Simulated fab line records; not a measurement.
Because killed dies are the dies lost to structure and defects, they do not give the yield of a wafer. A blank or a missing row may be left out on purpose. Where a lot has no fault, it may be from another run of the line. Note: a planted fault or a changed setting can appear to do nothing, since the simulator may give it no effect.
fab line records	flow n5-finfet
[record] lots = 15	wafers = 45	last-day = 17
route steps=1938 shown BEOL_M0_SAQP@659 BEOL_M4@1111
lots that met no fault: taken from a fault-free run of the same line
start-h: start of the lot's first displayed wafer, in hours after the record's first day	wait-h: how many hours have passed since the lot's step before this one	" identical to the entry in the row above	L1.1+2: one row covering several wafers at once	- value missing, or start not given	* or withheld: withheld	< > ~ a bound
route shown NAME@n: NAME is a module with steps in the file, n the number in the route of the first one	usual: the fault-free wafers' mean and standard deviation	same: alike in all rows	chamber/n: place in a boat	sites: readings site by site	_std_site: the values' standard deviation	_edge_site: inner sites' mean taken away from outer sites' mean	radius-mm: how far each site lies from the wafer's centre	mask NAME#n: copy n	behind: the tool/chamber that last shaped the wafer	hold: reason for holding the lot/hours on hold/outcome of the hold	device: names the non-switching transistor (n, p or np)	end of line: tests run on the same wafers once the route is complete	where a step has no rows: the recipe by itself	killed: count of dies lost to structure and defects at first sort (not the wafer's yield)	map: per-die view of a wafer (x killed, . not killed, _ where there is no die)
set.NAME: setting as actually run; set.NAME@STEP: the setting as run at that earlier step	model.NAME: the simulator's own value behind a step, which no gauge read
one table for each step of the route and one row for each wafer, over a sample of lots
services: from which hour (start-h, from the record's first day; less than 0 if before it) a tool's chamber was out of use, for how many hours, and why
[[steps]]
[step N5_BEOL_M0_SAQP_STRIP_86]
[recipe] chemistry = N2/H2	power-w = 500	temp-c = 40	pressure-mtorr = 50	rf-frequency-hz = 6e+07	overash-fraction = 0.3	bias-power-w = 28	h2-frac = 0.5	n2-flow-sccm = 300	h2-flow-sccm = 300
[usual] drypump-motor-current-A = 5.6/0.47	oes-product-au = 0.78/0.081	rf-vpp-V = 122.0/1.5	showerhead-plenum-p-Torr = 3.38/0.1	throttle-valve-pct = 18.8/0.38
lot.wafer	tool	chamber	start-h	wait-h	drypump-motor-current-A	oes-product-au	rf-hours-counter-h	rf-vpp-V	showerhead-plenum-p-Torr	throttle-valve-pct
L702.1	rie-diel-02	3	111.32	0.1	5.8	0.77	153	124.3	3.48	18.5
L702.2	"	2	"	"	5.2	0.79	141	124.4	3.37	19.2
L702.3	"	0	"	"	5.9	0.97	7	120.3	3.56	17.9
L703.1	rie-diel-05	2	114.90	0.1	6.4	0.71	195	123.3	3.20	19.2
L703.2	"	1	"	"	5.0	0.72	185	123.1	3.47	18.9
L703.4	"	3	"	"	5.5	0.77	143	123.6	3.24	18.9
L704.1	rie-diel-02	1	122.34	0.1	5.4	0.92	16	121.6	3.43	18.6
L704.2	"	2	"	"	5.1	0.79	146	122.2	3.36	19.2
L704.4	"	3	"	"	5.8	0.75	158	121.2	3.48	18.5
L705.1	rie-diel-03	1	127.00	0.1	5.4	0.83	90	122.2	3.38	18.5
L705.5	"	3	"	"	5.3	0.71	-	120.5	3.34	18.8
L705.6	"	0	"	"	5.5	0.83	-	124.3	3.40	18.9
L706.1	rie-diel-05	2	132.90	0.1	6.4	0.71	201	121.4	3.20	19.2
L706.2	"	3	"	"	5.5	0.76	150	122.3	3.23	18.9
L706.3	"	1	"	"	5.0	0.73	191	122.1	3.47	18.9
L707.1	rie-diel-02	1	145.03	0.1	5.4	0.90	23	121.3	3.42	18.7
L707.2	"	2	"	"	5.2	0.77	152	119.4	3.36	19.2
L707.3	"	3	"	"	5.8	0.75	164	122.4	3.48	18.5
L708.2	rie-diel-05	1	147.97	0.1	5.0	0.72	195	121.8	3.47	18.9
L708.5	"	2	"	"	6.4	0.70	-	121.3	3.20	19.2
L708.6	"	3	"	"	5.5	0.77	-	121.0	3.23	18.9
L709.1	rie-diel-05	3	153.54	0.1	5.5	0.76	156	120.5	3.23	18.9
L709.2	"	2	"	"	6.4	0.69	208	120.0	3.20	19.2
L709.6	"	3	"	"	5.5	0.76	-	120.1	3.23	18.9
L710.2	rie-diel-05	1	161.80	0.1	5.0	0.71	200	123.6	3.47	18.9
L710.5	"	1	"	"	5.1	0.72	-	121.0	3.47	18.9
L710.6	"	2	"	"	6.4	0.69	-	119.8	3.20	19.2
L720.1	rie-diel-02	1	220.13	0.1	5.4	0.87	47	123.0	3.41	18.7
L720.2	"	2	"	"	5.2	0.77	174	122.0	3.35	19.3
L720.3	"	0	"	"	5.9	0.90	42	123.6	3.55	18.0
L721.1	rie-diel-03	1	223.67	0.1	5.5	0.79	118	123.1	3.37	18.5
L721.2	"	3	"	"	5.4	0.70	207	123.5	3.32	18.8
L721.4	"	2	"	"	4.9	0.93	18	121.9	3.43	18.8
L722.2	rie-diel-02	0	227.29	0.1	5.9	0.89	44	124.1	3.54	18.0
L722.4	"	3	"	"	5.8	0.73	188	123.8	3.46	18.5
L722.6	"	2	"	"	5.2	0.76	-	122.8	3.35	19.3
L723.1	rie-diel-03	0	230.89	0.1	5.6	0.80	110	124.4	3.38	19.0
L723.4	"	2	"	"	4.8	0.91	21	121.8	3.43	18.8
L723.6	"	1	"	"	5.5	0.80	-	121.3	3.37	18.5
L724.2	rie-diel-02	2	241.80	0.1	5.2	0.76	180	122.7	3.35	19.3
L724.4	"	0	"	"	5.9	0.89	50	123.6	3.54	18.0
L724.6	"	3	"	"	5.8	0.73	-	124.1	3.46	18.6
L725.3	rie-diel-03	2	244.82	0.1	4.8	0.91	26	123.0	3.43	18.8
L725.4	"	1	"	"	5.5	0.80	123	121.3	3.37	18.5
L725.5	"	1	"	"	5.4	0.79	-	122.9	3.36	18.5
[step N5_BEOL_M0_SAQP_SPACER1_ALD_98]
[recipe] material = SiO2	target-thk-a = 128	temp-c = 300	ald-precursor-family = BDEAS	ald-co-reactant = O2-plasma	pulse-time-s = 1	purge-time-s = 2	co-reactant-purge-time-s = 2	ald-cycles = 138	pressure-torr = 2
[usual] ald-cycles = 138/0	chamber-pressure-Torr = 2.000/0.0043	heater-power-w = 466/46	precursor-pulse-height-rel = 0.998/0.02
lot.wafer	tool	chamber	start-h	wait-h	ald-cycles	chamber-pressure-Torr	heater-power-w	precursor-pulse-height-rel
L702.1	ald-sin-02	0	111.84	0.3	138	2.003	566	1.034
L702.2	"	2	"	"	138	2.003	444	0.986
L702.3	"	3	"	"	138	1.996	527	0.988
L703.1	ald-sin-04	1	116.09	0.9	138	1.995	463	0.995
L703.2	"	2	"	"	138	1.999	528	1.009
L703.4	"	3	"	"	138	2.004	427	1.010
L704.1	ald-sin-04	3	122.86	0.3	138	1.999	442	0.981
L704.2	"	1	"	"	138	2.003	467	0.997
L704.4	"	2	"	"	138	2.000	512	1.030
L705.1	ald-sin-04	1	127.51	0.3	138	2.000	473	1.002
L705.5	"	2	"	"	138	2.005	521	1.017
L705.6	"	3	"	"	138	2.000	435	1.014
L706.1	ald-sin-04	2	133.42	0.3	138	2.003	509	0.982
L706.2	"	1	"	"	138	2.000	472	0.994
L706.3	"	3	"	"	138	2.001	441	0.960
L707.1	ald-sin-03	2	145.55	0.3	138	2.006	454	0.967
L707.2	"	1	"	"	138	1.998	523	0.999
L707.3	"	0	"	"	138	2.000	407	1.003
L708.2	ald-sin-03	3	148.48	0.3	138	2.004	440	0.995
L708.5	"	3	"	"	138	2.001	438	0.979
L708.6	"	1	"	"	138	1.994	507	0.986
L709.1	ald-sin-03	3	154.05	0.3	138	2.002	440	1.004
L709.2	"	1	"	"	138	2.006	530	1.002
L709.6	"	0	"	"	138	1.995	410	0.996
L710.2	ald-sin-02	3	162.73	0.7	138	1.997	518	1.000
L710.5	"	2	"	"	138	2.001	463	1.012
L710.6	"	1	"	"	138	1.996	439	0.996
L720.1	ald-sin-04	0	221.27	0.9	-	-	-	-
L720.2	"	2	"	"	-	-	-	-
L720.3	"	1	"	"	-	-	-	-
L721.1	ald-sin-03	3	224.18	0.3	-	-	-	-
L721.2	"	2	"	"	-	-	-	-
L721.4	"	0	"	"	-	-	-	-
L722.2	ald-sin-03	2	227.87	0.3	-	-	-	-
L722.4	"	0	"	"	-	-	-	-
L722.6	"	1	"	"	-	-	-	-
L723.1	ald-sin-03	0	231.41	0.3	138	2.007	396	0.996
L723.4	"	3	"	"	138	2.001	409	0.970
L723.6	"	0	"	"	138	2.005	396	0.998
L724.2	ald-sin-02	1	242.36	0.3	138	2.002	454	0.990
L724.4	"	1	"	"	138	2.002	457	0.992
L724.6	"	0	"	"	138	1.995	561	1.028
L725.3	ald-sin-02	1	245.37	0.1	138	2.002	450	1.021
L725.4	"	3	"	"	138	1.993	533	0.962
L725.5	"	0	"	"	138	1.993	550	1.025
[step N5_BEOL_M0_SAQP_CD_MEAS_25]
[recipe] target-cd-nm = 13.1	landing-energy-ev = 1000	detector = se-inlens
[usual] cd-nm = 12.85/0.2
lot.wafer	tool	chamber	start-h	wait-h	cd-nm
L702.1	cd-sem-02	0	112.51	0.1	13.18
L702.2	"	0	"	"	12.79
L702.3	"	0	"	"	12.98
L703.1	cd-sem-03	0	116.78	0.1	12.69
L703.2	"	0	"	"	13.22
L703.4	"	0	"	"	13.04
L704.1	cd-sem-03	0	123.53	0.1	12.81
L704.2	"	0	"	"	12.63
L704.4	"	0	"	"	12.70
L705.1	cd-sem-02	0	128.20	0.1	12.69
L705.5	"	0	"	"	12.86
L705.6	"	0	"	"	12.66
L706.1	cd-sem-03	0	134.09	0.1	12.84
L706.2	"	0	"	"	12.69
L706.3	"	0	"	"	12.99
L707.1	cd-sem-01	0	146.23	0.1	12.91
L707.2	"	0	"	"	13.23
L707.3	"	0	"	"	12.92
L708.2	cd-sem-01	0	149.16	0.1	13.05
L708.5	"	0	"	"	12.59
L708.6	"	0	"	"	12.98
L709.1	cd-sem-03	0	154.85	0.1	12.83
L709.2	"	0	"	"	12.74
L709.6	"	0	"	"	12.93
L710.2	cd-sem-01	0	163.56	0.1	12.70
L710.5	"	0	"	"	13.05
L710.6	"	0	"	"	12.63
L720.1	cd-sem-03	0	221.94	0.1	-
L720.2	"	0	"	"	-
L720.3	"	0	"	"	-
L721.1	cd-sem-02	0	224.86	0.1	-
L721.2	"	0	"	"	-
L721.4	"	0	"	"	-
L722.2	cd-sem-01	0	228.55	0.1	-
L722.4	"	0	"	"	-
L722.6	"	0	"	"	-
L723.1	cd-sem-02	0	232.08	0.1	13.27
L723.4	"	0	"	"	13.10
L723.6	"	0	"	"	12.55
L724.2	cd-sem-01	0	243.03	0.1	12.93
L724.4	"	0	"	"	12.90
L724.6	"	0	"	"	12.96
L725.3	cd-sem-03	0	246.05	0.1	12.56
L725.4	"	0	"	"	12.44
L725.5	"	0	"	"	13.07
[step N5_BEOL_M0_SAQP_ETCH_101]
[recipe] chemistry = CH3F/O2	target = SiNx	mask-material = SiO2	target-depth-a = 299	time-s = 42.7	pressure-mtorr = 30	source-w = 395	bias-w = 73	Ar_flow_sccm = 150	CH3F_flow_sccm = 30	O2_flow_sccm = 20	ion-energy-ev = 120
[usual] O2_flow_sccm = 20.01/0.063	drypump-motor-current-A = 5.7/0.53	oes-product-au = 0.75/0.075	rf-vpp-V = 297/4.9	showerhead-plenum-p-Torr = 2.00/0.07	throttle-valve-pct = 16.41/0.26
lot.wafer	tool	chamber	start-h	wait-h	O2_flow_sccm	drypump-motor-current-A	oes-product-au	rf-hours-counter-h	rf-vpp-V	showerhead-plenum-p-Torr	throttle-valve-pct
L702.1	rie-diel-05	3	112.55	0.0	19.95	5.5	0.78	142	291	1.93	16.49
L702.2	"	2	"	"	20.05	6.4	0.71	194	302	1.90	16.60
L702.3	"	0	"	"	20.07	6.4	0.70	211	299	1.98	16.72
L703.1	rie-diel-03	3	116.82	0.0	20.10	5.4	0.71	174	295	2.00	16.36
L703.2	"	2	"	"	20.12	4.9	0.68	241	292	2.06	16.67
L703.4	"	0	"	"	19.97	5.6	0.83	76	293	2.02	16.17
L704.1	rie-diel-05	0	123.73	0.2	19.84	6.4	0.69	215	298	1.98	16.72
L704.2	"	3	"	"	20.03	5.5	0.77	146	291	1.93	16.50
L704.4	"	2	"	"	19.95	6.3	0.70	198	301	1.90	16.61
L705.1	rie-diel-05	2	128.29	0.1	19.92	6.3	0.70	200	302	1.90	16.63
L705.5	"	1	"	"	20.06	5.0	0.72	-	293	2.07	16.25
L705.6	"	0	"	"	20.03	6.4	0.69	-	299	1.98	16.74
L706.1	rie-diel-02	0	134.13	0.0	19.94	5.9	0.95	15	302	2.13	15.82
L706.2	"	2	"	"	20.19	5.2	0.77	149	290	1.99	16.44
L706.3	"	3	"	"	20.08	5.8	0.75	161	303	2.08	16.40
L707.1	rie-diel-05	2	146.32	0.1	19.99	6.3	0.70	206	302	1.90	16.63
L707.2	"	0	"	"	19.93	6.5	0.70	222	298	1.98	16.74
L707.3	"	1	"	"	20.08	5.0	0.72	195	295	2.07	16.27
L708.2	rie-diel-02	3	149.19	0.0	20.03	5.8	0.75	165	303	2.08	16.41
L708.5	"	1	"	"	20.08	5.4	0.89	-	301	2.03	16.01
L708.6	"	2	"	"	19.96	5.2	0.77	-	290	1.99	16.40
L709.1	rie-diel-05	0	155.09	0.2	20.06	6.4	0.70	225	298	1.98	16.75
L709.2	"	2	"	"	19.92	6.3	0.70	209	302	1.90	16.64
L709.6	"	1	"	"	20.00	5.0	0.71	-	293	2.07	16.26
L710.2	rie-diel-05	0	163.60	0.0	20.09	6.4	0.68	227	297	1.98	16.75
L710.5	"	1	"	"	20.01	5.0	0.72	-	293	2.06	16.28
L710.6	"	0	"	"	20.03	6.4	0.68	-	298	1.98	16.76
L720.1	rie-diel-02	2	222.20	0.3	20.02	5.2	0.75	175	289	1.99	16.45
L720.2	"	1	"	"	20.00	5.4	0.85	47	303	2.03	16.06
L720.3	"	3	"	"	20.06	5.8	0.74	186	303	2.08	16.45
L721.1	rie-diel-05	1	224.89	0.0	20.09	5.0	0.71	220	293	2.06	16.33
L721.2	"	0	"	"	20.12	6.4	0.68	245	299	1.97	16.77
L721.4	"	3	"	"	20.11	5.5	0.74	177	291	1.92	16.55
L722.2	rie-diel-03	3	228.58	0.0	20.07	5.3	0.70	209	295	1.99	16.45
L722.4	"	2	"	"	19.93	4.8	0.93	20	292	2.05	16.24
L722.6	"	2	"	"	19.94	4.9	0.92	-	290	2.05	16.24
L723.1	rie-diel-03	1	232.29	0.2	19.98	5.4	0.80	121	294	2.02	16.27
L723.4	"	2	"	"	20.04	4.8	0.92	21	293	2.05	16.24
L723.6	"	0	"	"	19.97	5.5	0.79	-	294	2.00	16.22
L724.2	rie-diel-05	2	243.07	0.0	19.92	6.3	0.68	236	304	1.89	16.70
L724.4	"	2	"	"	20.04	6.3	0.68	-	303	1.89	16.70
L724.6	"	1	"	"	20.18	5.0	0.69	-	292	2.06	16.33
L725.3	rie-diel-05	2	246.09	0.0	19.97	6.3	0.68	237	301	1.89	16.72
L725.4	"	1	"	"	19.98	5.0	0.70	-	294	2.06	16.33
L725.5	"	3	"	"	20.00	5.5	0.73	-	289	1.91	16.57
[step N5_BEOL_M0_SAQP_ETCH_102]
[recipe] chemistry = CF4	target = SiO2	target-depth-a = 40	ion-energy-ev = 350	time-s = 4.4	pressure-mtorr = 10	icp-w = 800	bias-w = 400	cf4-flow-sccm = 80
[usual] drypump-motor-current-A = 5.7/0.37	oes-product-au = 0.998/0.021	throttle-valve-pct = 21.77/0.25
lot.wafer	tool	chamber	start-h	wait-h	drypump-motor-current-A	oes-product-au	rf-hours-counter-h	throttle-valve-pct
L702.1	rie-si-01	1	112.66	0.1	5.6	0.939	94	21.92
L702.2	"	0	"	"	5.3	1.003	155	21.68
L702.3	"	3	"	"	5.8	0.988	176	21.89
L703.1	rie-si-01	1	116.92	0.1	5.6	0.965	94	21.92
L703.2	"	0	"	"	5.3	1.003	155	21.66
L703.4	"	3	"	"	5.8	0.994	176	21.89
L704.1	rie-si-05	3	123.84	0.1	6.8	0.994	13	21.81
L704.2	"	0	"	"	5.8	1.000	123	22.04
L704.4	"	2	"	"	5.5	0.988	20	21.79
L705.1	rie-si-01	2	128.40	0.1	6.2	1.037	8	21.84
L705.5	"	0	"	"	5.3	1.005	-	21.68
L705.6	"	1	"	"	5.6	0.961	-	21.93
L706.1	rie-si-01	1	134.24	0.1	5.6	0.957	94	21.93
L706.2	"	0	"	"	5.3	1.015	156	21.67
L706.3	"	2	"	"	6.2	1.032	8	21.86
L707.1	rie-si-03	2	146.43	0.1	5.4	1.006	44	21.28
L707.2	"	3	"	"	5.4	0.989	135	21.77
L707.3	"	0	"	"	5.6	0.998	89	22.11
L708.2	rie-si-01	1	149.30	0.1	5.6	0.959	94	21.93
L708.5	"	0	"	"	5.3	1.010	-	21.68
L708.6	"	1	"	"	5.6	0.976	-	21.92
L709.1	rie-si-01	0	155.20	0.1	5.3	1.007	156	21.69
L709.2	"	1	"	"	5.7	0.976	94	21.92
L709.6	"	1	"	"	5.6	0.964	-	21.92
L710.2	rie-si-03	0	163.70	0.1	5.6	1.016	89	22.13
L710.5	"	2	"	"	5.3	1.021	-	21.27
L710.6	"	1	"	"	5.6	1.004	-	21.82
L720.1	rie-si-05	1	222.30	0.1	5.9	0.996	29	21.17
L720.2	"	3	"	"	6.8	0.997	15	21.82
L720.3	"	0	"	"	5.8	1.002	125	22.03
L721.1	rie-si-01	2	225.00	0.1	6.3	1.037	10	21.86
L721.2	"	0	"	"	5.3	0.998	157	21.69
L721.4	"	3	"	"	5.8	0.984	178	21.88
L722.2	rie-si-05	0	228.69	0.1	5.8	1.009	125	22.04
L722.4	"	0	"	"	5.8	1.005	-	22.03
L722.6	"	1	"	"	5.9	0.995	-	21.16
L723.1	rie-si-03	2	232.40	0.1	5.3	1.006	46	21.28
L723.4	"	0	"	"	5.6	1.011	90	22.11
L723.6	"	3	"	"	5.4	0.994	-	21.78
L724.2	rie-si-01	1	243.17	0.1	5.6	0.958	96	21.93
L724.4	"	0	"	"	5.3	1.003	158	21.69
L724.6	"	3	"	"	5.8	0.999	-	21.89
L725.3	rie-si-01	2	246.19	0.1	6.2	1.032	10	21.85
L725.4	"	0	"	"	5.3	0.998	158	21.69
L725.5	"	1	"	"	5.7	0.950	-	21.92
[step N5_BEOL_M4_RC_MEAS_101]
[usual] DIBL_N = 36.4/1.5	DIBL_P = 36.6/1.9	IOFF_N = 0.155/0.021	IOFF_P = 0.211/0.028	ION_N = 671/8.6	ION_P = 462/5.8	SS_N = 71.5/0.5	SS_P = 73.4/0.58	VT_N = 250.1/2.4	VT_P = -250.1/3
lot.wafer	tool	chamber	start-h	wait-h	DIBL_N[mV/V]	DIBL_P[mV/V]	IOFF_N[nA/um]	IOFF_P[nA/um]	ION_N[uA/um]	ION_P[uA/um]	SS_N[mV/dec]	SS_P[mV/dec]	VT_N[mV]	VT_P[mV]
L702.1	prober-02	0	167.86	0.0	35.7	35.0	0.134	0.193	674	457	71.2	72.5	250.6	-250.8
L702.2	"	0	"	"	35.3	35.4	0.138	0.200	667	464	71.4	72.0	248.9	-251.9
L702.3	"	0	"	"	35.8	34.5	0.142	0.189	685	461	71.5	72.8	250.2	-252.8
L703.1	prober-01	0	176.48	0.0	35.7	35.7	0.152	0.207	677	464	71.3	73.3	249.9	-250.3
L703.2	"	0	"	"	36.7	36.6	0.157	0.215	676	468	71.8	73.8	249.4	-251.7
L703.4	"	0	"	"	35.8	35.5	0.149	0.198	664	460	71.7	74.5	251.1	-249.5
L704.1	prober-01	0	178.75	0.0	36.4	37.3	0.155	0.241	671	472	71.1	73.9	248.2	-247.0
L704.2	"	0	"	"	36.8	37.6	0.159	0.256	664	466	70.7	73.5	248.4	-247.3
L704.4	"	0	"	"	36.8	38.0	0.158	0.251	675	469	71.4	74.1	250.2	-246.1
L705.1	prober-01	0	186.47	0.0	37.2	39.2	0.161	0.217	673	462	71.3	73.6	252.4	-251.4
L705.5	"	0	"	"	38.2	39.4	0.176	0.220	674	460	72.0	73.9	250.6	-250.6
L705.6	"	0	"	"	34.9	36.1	0.127	0.173	660	453	71.1	72.8	256.3	-252.3
L706.1	prober-02	0	186.99	0.0	35.9	35.7	0.146	0.173	668	450	71.1	73.6	250.3	-254.6
L706.2	"	0	"	"	34.8	34.6	0.130	0.158	665	448	70.9	73.4	251.9	-256.9
L706.3	"	0	"	"	36.2	35.7	0.145	0.171	664	456	70.9	73.4	248.6	-255.1
L707.1	prober-01	0	190.62	0.0	34.9	34.8	0.137	0.224	657	464	70.6	72.8	254.1	-246.3
L707.2	"	0	"	"	34.0	33.9	0.129	0.204	661	463	70.9	72.6	256.0	-251.0
L707.3	"	0	"	"	33.9	33.5	0.126	0.202	660	466	71.0	72.7	249.6	-251.1
L708.2	prober-02	0	207.85	0.2	36.5	36.7	0.155	0.208	673	460	71.6	73.4	250.9	-250.0
L708.5	"	0	"	"	34.8	33.9	0.126	0.179	664	459	71.2	72.0	250.4	-253.1
L708.6	"	0	"	"	36.1	36.1	0.144	0.205	669	462	71.3	73.7	252.1	-252.4
L709.1	prober-01	0	208.23	0.0	37.1	38.8	0.171	0.237	675	466	72.0	73.4	248.3	-246.5
L709.2	"	0	"	"	36.5	37.6	0.168	0.222	674	463	71.3	73.5	247.9	-247.4
L709.6	"	0	"	"	36.7	38.3	0.163	0.237	675	464	71.5	73.5	249.0	-246.5
L710.2	prober-01	0	214.80	0.2	35.8	36.1	0.159	0.205	677	461	71.3	73.3	249.3	-251.5
L710.5	"	0	"	"	37.2	38.0	0.187	0.236	683	462	71.7	73.5	245.6	-248.7
L710.6	"	0	"	"	34.7	35.6	0.134	0.195	658	456	70.5	73.3	251.4	-252.2
L724.2	prober-01	0	297.41	0.2	32.6	33.7	0.128	0.168	670	469	71.4	72.8	252.5	-250.6
L724.4	"	0	"	"	34.9	35.5	0.152	0.209	677	471	71.3	73.7	249.9	-246.6
L724.6	"	0	"	"	34.2	34.8	0.143	0.188	679	467	71.7	73.1	251.6	-253.1
L723.1	prober-01	0	303.81	0.0	39.8	41.7	0.233	0.282	702	480	72.2	74.6	243.9	-246.3
L723.4	"	0	"	"	39.0	41.0	0.208	0.272	686	467	72.0	74.7	247.7	-247.1
L723.6	"	0	"	"	38.5	39.3	0.171	0.232	672	463	71.9	73.8	251.6	-249.3
L725.3	prober-02	0	308.56	0.3	37.5	37.3	0.160	0.168	675	452	72.1	73.6	248.8	-257.4
L725.4	"	0	"	"	36.8	37.3	0.155	0.173	675	458	70.9	73.6	248.2	-256.5
L725.5	"	0	"	"	38.2	38.1	0.175	0.183	691	461	71.8	73.1	247.3	-256.1
[[services]]
tool	chamber	start-h	hours	kind
rie-si-01	2	108.49	2.1	repair
rie-diel-02	1	110.06	6.0	repair
rie-si-01	1	119.99	5.5	repair
rie-si-05	1	129.49	1.0	repair
rie-diel-03	-	130.92	0.7	repair
rie-si-05	-	135.91	0.4	repair
rie-diel-02	-	140.34	0.4	repair
rie-diel-03	2	145.58	-	clean
rie-diel-03	2	145.58	-	consumable-replace:focus-ring
rie-diel-03	2	145.58	13.5	scheduled-down
ald-sin-03	2	148.19	5.8	repair
rie-diel-03	1	149.89	4.6	repair
rie-si-03	0	150.46	5.1	repair
ald-sin-04	2	163.53	5.6	repair
ald-sin-03	-	176.83	14.0	pm
rie-si-05	2	214.22	17.7	repair
rie-diel-05	0	215.24	3.8	repair
ald-sin-02	-	231.81	0.7	repair
ald-sin-02	2	241.20	7.5	repair
rie-diel-05	0	241.21	-	clean
rie-diel-05	0	241.21	-	consumable-replace:focus-ring
rie-diel-05	0	241.21	16.2	scheduled-down
rie-diel-05	0	241.21	16.2	vent-cycle
rie-diel-02	-	243.38	28.1	pm
[[key]]
[first-sign] step = N5_BEOL_M0_SAQP_SPACER1_ALD_98	reading = tool-record	direction = missing
[effect] step = N5_BEOL_M0_SAQP_CD_MEAS_25	reading = cd-nm	direction = missing
met-at N5_BEOL_M0_SAQP_SPACER1_ALD_98
struck-lots L720,L721,L722
later-rows-left-out L720.1,L720.2,L720.3,L721.1,L721.2,L721.4,L722.2,L722.4,L722.6
sort-left-out L720.1,L720.2,L720.3,L721.1,L721.2,L721.4,L722.2,L722.4,L722.6
not-acting-at N5_BEOL_M0_SAQP_STRIP_86,N5_BEOL_M0_SAQP_ETCH_101,N5_BEOL_M0_SAQP_ETCH_102
onset-between 154.05 221.27
[fault] kind = skipped-step-whole	tool = ald-sin-03,ald-sin-04	chamber = -	onset-h = 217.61	steps = N5_BEOL_M0_SAQP_SPACER1_ALD_98	scope = struck-lots-only
// sort-left-out: the simulated sort isn't trusted on such a fault, so these wafers' sort isn't shown, and their yield isn't known
// later-rows-left-out: the simulator's readings of these wafers behind a module that went badly wrong aren't trusted and aren't shown, but for the sort
